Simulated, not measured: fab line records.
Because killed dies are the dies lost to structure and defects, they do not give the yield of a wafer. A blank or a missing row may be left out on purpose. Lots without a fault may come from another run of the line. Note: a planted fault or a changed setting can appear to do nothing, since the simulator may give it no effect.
Chamber matching	flow nandHarc	rieDiel-08 running NHARC_P_BONDPAD_ETCH_24: 4 sister chambers
The step etches the open film in CF4/N2, target depth 30 nm, time 72.99 s. 8 wafers are shown with their chamber, then 7 later ones without.

WAFERS WITH THEIR CHAMBER
wafer	chamber	showerheadPlenumPTorr (Torr)	rfVppV (V)
L635.4	3	2.64	313.9
L637.4	2	2.51	311.7
L643.6	0	2.45	311.1
L642.1	3	2.63	314.4
L642.2	2	2.50	311.3
L642.3	1	2.78	315.2
L650.1	1	2.78	316.9
L650.3	0	2.45	310.2

WAFERS WITHOUT THEIR CHAMBER
wafer	showerheadPlenumPTorr (Torr)	rfVppV (V)
L650.5	2.50	312.7
L654.1	2.78	315.6
L654.3	2.45	310.8
L654.4	2.63	314.1
L655.3	2.63	314.4
L655.4	2.50	312.6
L655.6	2.44	312.3

EACH ONE'S CHAMBER
wafer	from the rows above	in truth
L650.5	2	2
L654.1	1	1
L654.3	0	0
L654.4	3	3
L655.3	3	3
L655.4	2	2
L655.6	0	0
Correct placement for 7 of the 7. Number that these rows cannot place: 0. 0 placed wrongly.
How it was worked out, from the rows above alone: a wafer's distance from a chamber is the root of the sum, over the readings, of the square of ((its reading less the chamber's mean) divided by the reading's scatter). If the next closest chamber is less than 2 further off than the closest, the wafer can't be placed; otherwise it belongs to the closest. For every chamber, the mean is computed from those of its wafers that are shown. The scatter: take each reading less its chamber's mean, square it, sum over the shown wafers, divide by the number of wafers less the number of chambers, and take the root.
